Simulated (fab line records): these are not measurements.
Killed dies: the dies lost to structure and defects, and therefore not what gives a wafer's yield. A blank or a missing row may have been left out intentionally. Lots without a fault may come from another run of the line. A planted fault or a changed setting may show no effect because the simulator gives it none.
The tool behind it: which one? || flow nandHarc || 33 wafers from 11 lots sampled at 6 of the route's 1159 steps

WHAT EACH GAUGE READ, for each wafer
NHARC_A_CONTACT_CD_MEAS_69 targets a cd of 200 nm.
{"lot": "L077", "measured": "day 16 21:26", "on": "cdSem-02", "cdNm (nm)": "199.4 199.7 199.8"}
{"lot": "L076", "measured": "day 16 21:35", "on": "cdSem-01", "cdNm (nm)": "199.5 199.4 199.6"}
{"lot": "L079", "measured": "day 17 12:34", "on": "cdSem-01", "cdNm (nm)": "200.9 200.3 200.4"}
{"lot": "L082", "measured": "day 18 15:35", "on": "cdSem-01", "cdNm (nm)": "200.1 199.5 199.8"}
{"lot": "L084", "measured": "day 18 20:59", "on": "cdSem-01", "cdNm (nm)": "200.2 200.7 200.0"}
{"lot": "L087", "measured": "day 19 18:05", "on": "cdSem-01", "cdNm (nm)": "200.9 200.5 200.1"}
{"lot": "L088", "measured": "day 20 10:16", "on": "cdSem-01", "cdNm (nm)": "199.2 199.8 199.0"}
{"lot": "L090", "measured": "day 20 11:50", "on": "cdSem-03", "cdNm (nm)": "199.7 199.3 199.6"}
{"lot": "L091", "measured": "day 20 18:08", "on": "cdSem-03", "cdNm (nm)": "200.2 200.2 199.8"}
{"lot": "L095", "measured": "day 22 00:45", "on": "cdSem-02", "cdNm (nm)": "199.6 199.5 199.7"}
{"lot": "L096", "measured": "day 22 17:01", "on": "cdSem-03", "cdNm (nm)": "199.7 200.0 199.9"}

EACH LOT AND THE TOOL THAT RAN IT (in order: tool; ch and the chambers of the sampled wafers; start)
{"lot": "L077", "NHARC_A_STAIRCASE_ETCHBACK_416": "rieDiel-08 ch 0,2, day 14 08:12 or earlier", "NHARC_A_SGD_CUT_ETCH_58": "rieDiel-06 ch 0,2, day 14 08:12", "NHARC_A_SLIT_STRIP_18": "rieDiel-11 ch 0,1,3, day 16 12:54 or earlier", "NHARC_A_CONTACT_ETCH_48": "rieDiel-04 ch 1,3, day 16 12:54", "NHARC_A_CONTACT_ETCH_116": "harCapEtch-03 ch 0,1, day 16 14:40"}
{"lot": "L076", "NHARC_A_STAIRCASE_ETCHBACK_416": "rieDiel-01 ch 1,2,3, day 14 08:21 or earlier", "NHARC_A_SGD_CUT_ETCH_58": "rieDiel-12 ch 0,1, day 14 08:21", "NHARC_A_SLIT_STRIP_18": "rieDiel-05 ch 0,2,3, day 16 13:03 or earlier", "NHARC_A_CONTACT_ETCH_48": "rieDiel-07 ch 0,1,3, day 16 13:03", "NHARC_A_CONTACT_ETCH_116": "harCapEtch-02 ch 0,1, day 16 14:47"}
{"lot": "L079", "NHARC_A_STAIRCASE_ETCHBACK_416": "rieDiel-01 ch 0,1,3, day 14 22:13 or earlier", "NHARC_A_SGD_CUT_ETCH_58": "rieDiel-09 ch 1,2,3, day 14 22:13", "NHARC_A_SLIT_STRIP_18": "rieDiel-10 ch 0,1, day 17 03:55 or earlier", "NHARC_A_CONTACT_ETCH_48": "rieDiel-07 ch 0,1,2, day 17 03:55", "NHARC_A_CONTACT_ETCH_116": "harCapEtch-01 ch 1, day 17 05:52"}
{"lot": "L082", "NHARC_A_STAIRCASE_ETCHBACK_416": "rieDiel-01 ch 0,2,3, day 15 13:47 or earlier", "NHARC_A_SGD_CUT_ETCH_58": "rieDiel-09 ch 0,1, day 15 13:47", "NHARC_A_SLIT_STRIP_18": "rieDiel-10 ch 1,2,3, day 18 04:51 or earlier", "NHARC_A_CONTACT_ETCH_48": "rieDiel-08 ch 1,3, day 18 04:51", "NHARC_A_CONTACT_ETCH_116": "harCapEtch-03 ch 0,1, day 18 07:05"}
{"lot": "L084", "NHARC_A_STAIRCASE_ETCHBACK_416": "rieDiel-08 ch 0,2,3, day 16 05:02 or earlier", "NHARC_A_SGD_CUT_ETCH_58": "rieDiel-09 ch 0,1, day 16 05:02", "NHARC_A_SLIT_STRIP_18": "rieDiel-05 ch 1,2,3, day 18 14:21 or earlier", "NHARC_A_CONTACT_ETCH_48": "rieDiel-07 ch 1,3, day 18 14:21", "NHARC_A_CONTACT_ETCH_116": "harCapEtch-02 ch 0,1, day 18 16:10"}
{"lot": "L087", "NHARC_A_STAIRCASE_ETCHBACK_416": "rieDiel-01 ch 0,2,3, day 17 01:31 or earlier", "NHARC_A_SGD_CUT_ETCH_58": "rieDiel-06 ch 2,3, day 17 01:31", "NHARC_A_SLIT_STRIP_18": "rieDiel-05 ch 0,1, day 19 11:29 or earlier", "NHARC_A_CONTACT_ETCH_48": "rieDiel-07 ch 1,3, day 19 11:29", "NHARC_A_CONTACT_ETCH_116": "harCapEtch-03 ch 1, day 19 13:14"}
{"lot": "L088", "NHARC_A_STAIRCASE_ETCHBACK_416": "rieDiel-01 ch 1,3, day 15 11:23", "NHARC_A_SGD_CUT_ETCH_58": "rieDiel-09 ch 0,1, day 17 09:22", "NHARC_A_SLIT_STRIP_18": "rieDiel-11 ch 0,2,3, day 20 01:09 or earlier", "NHARC_A_CONTACT_ETCH_48": "rieDiel-08 ch 1,2, day 20 01:09", "NHARC_A_CONTACT_ETCH_116": "harCapEtch-02 ch 0,1, day 20 03:08"}
{"lot": "L090", "NHARC_A_STAIRCASE_ETCHBACK_416": "rieDiel-01 ch 0,1,2, day 15 23:47", "NHARC_A_SGD_CUT_ETCH_58": "rieDiel-06 ch 0,2,3, day 17 21:09", "NHARC_A_SLIT_STRIP_18": "rieDiel-11 ch 0,2,3, day 20 02:15 or earlier", "NHARC_A_CONTACT_ETCH_48": "rieDiel-07 ch 0,2,3, day 20 02:15", "NHARC_A_CONTACT_ETCH_116": "harCapEtch-01 ch 0,1, day 20 04:12"}
{"lot": "L091", "NHARC_A_STAIRCASE_ETCHBACK_416": "rieDiel-04 ch 0,1,3, day 16 04:55", "NHARC_A_SGD_CUT_ETCH_58": "rieDiel-12 ch 0,2, day 17 21:19", "NHARC_A_SLIT_STRIP_18": "rieDiel-11 ch 1,2,3, day 20 10:52 or earlier", "NHARC_A_CONTACT_ETCH_48": "rieDiel-07 ch 0,3, day 20 10:52", "NHARC_A_CONTACT_ETCH_116": "harCapEtch-02 ch 0,1, day 20 12:43"}
{"lot": "L095", "NHARC_A_STAIRCASE_ETCHBACK_416": "rieDiel-04 ch 0,3, day 18 22:52 or earlier", "NHARC_A_SGD_CUT_ETCH_58": "rieDiel-09 ch 0,1,2, day 18 22:52", "NHARC_A_SLIT_STRIP_18": "rieDiel-10 ch 1,2, day 21 16:33 or earlier", "NHARC_A_CONTACT_ETCH_48": "rieDiel-07 ch 2,3, day 21 16:33", "NHARC_A_CONTACT_ETCH_116": "harCapEtch-01 ch 0,1, day 21 18:21"}
{"lot": "L096", "NHARC_A_STAIRCASE_ETCHBACK_416": "rieDiel-04 ch 0,1,3, day 19 20:03 or earlier", "NHARC_A_SGD_CUT_ETCH_58": "rieDiel-12 ch 1,2,3, day 19 20:03", "NHARC_A_SLIT_STRIP_18": "rieDiel-11 ch 1,2,3, day 22 08:03 or earlier", "NHARC_A_CONTACT_ETCH_48": "rieDiel-08 ch 0,1,2, day 22 08:03", "NHARC_A_CONTACT_ETCH_116": "harCapEtch-03 ch 0,1, day 22 11:41"}
- NHARC_A_STAIRCASE_ETCHBACK_416: etches the open film in C4F8/O2/Ar, target depth 36 nm, time 7.2 s.
- NHARC_A_SGD_CUT_ETCH_58: etches the open film in CF4, target depth 39 nm, time 65 s.
- NHARC_A_SLIT_STRIP_18: strips in O2.
- NHARC_A_CONTACT_ETCH_48: etches the open film in CF4, target depth 39 nm, time 65 s.
- NHARC_A_CONTACT_ETCH_116: etches the open film in C4F8/O2/Ar, time 94 s, target depth 922 nm.

THE ANSWER, worked out from the rows above alone
Rule: what is usual is taken from the lots themselves. Put in order of their means at a reading, lots are off if they are a third of the lots or fewer, leave a main group of 4 or more, and stand apart from it by a gap of 3 or more times the standard deviation of the main group's means; of several such gaps the widest counts. A main group whose means are all the same, to the digits that the tables above print for the reading, isn't used. A lot without any number at a reading at which 4 lots or more have one is off too. Where the step has rows for the other lots, those lots are counted as sound.
Nothing can be told from this: no lot is off at any reading shown.

WHAT HAD BEEN PUT IN BY THE SIMULATOR
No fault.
